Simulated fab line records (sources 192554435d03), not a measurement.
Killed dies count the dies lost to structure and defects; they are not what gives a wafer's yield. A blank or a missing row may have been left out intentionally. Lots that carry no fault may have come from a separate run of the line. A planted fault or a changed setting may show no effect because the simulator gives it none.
Matching of chambers -- flow n5 finfet -- N5_BEOL_M1_STRIP_19 on rie diel-04: 4 sister chambers
The step strips in O2. 4 wafers are shown with their chamber, then 7 later ones without.

EACH WAFER AND ITS CHAMBER
wafer,chamber,drypump motor current A (A)
L089.5,2,6.5
L089.6,3,6.5
L092.1,1,6.2
L092.2,0,5.4

WAFERS WHOSE CHAMBER IS MISSING
wafer,drypump motor current A (A)
L092.6,6.5
L097.2,6.2
L097.5,6.5
L097.6,6.2
L096.1,6.5
L096.5,5.5
L096.6,6.2

WHICH CHAMBER EACH WENT THROUGH
wafer,from the rows above,in truth
L092.6,can't be placed: 2 or 3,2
L097.2,1,1
L097.5,can't be placed: 2 or 3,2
L097.6,1,1
L096.1,can't be placed: 2 or 3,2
L096.5,0,0
L096.6,1,1
Correctly placed: 4 of 7. Can't be placed from these rows: 3 (the true chamber is among the candidates in 3). Wrongly placed: 0.
How it was worked out, from the rows above alone: a wafer's distance from a chamber is the root of the sum, over the readings, of the square of ((its reading less the chamber's mean) divided by the reading's scatter). If the next closest chamber is less than 2 further off than the closest, the wafer can't be placed; otherwise it belongs to the closest. Each chamber's mean is taken over the wafers shown for it. The scatter (one wafer shown for each chamber): square how far every hidden wafer sits from the nearest shown wafer, average those squares and take the square root.
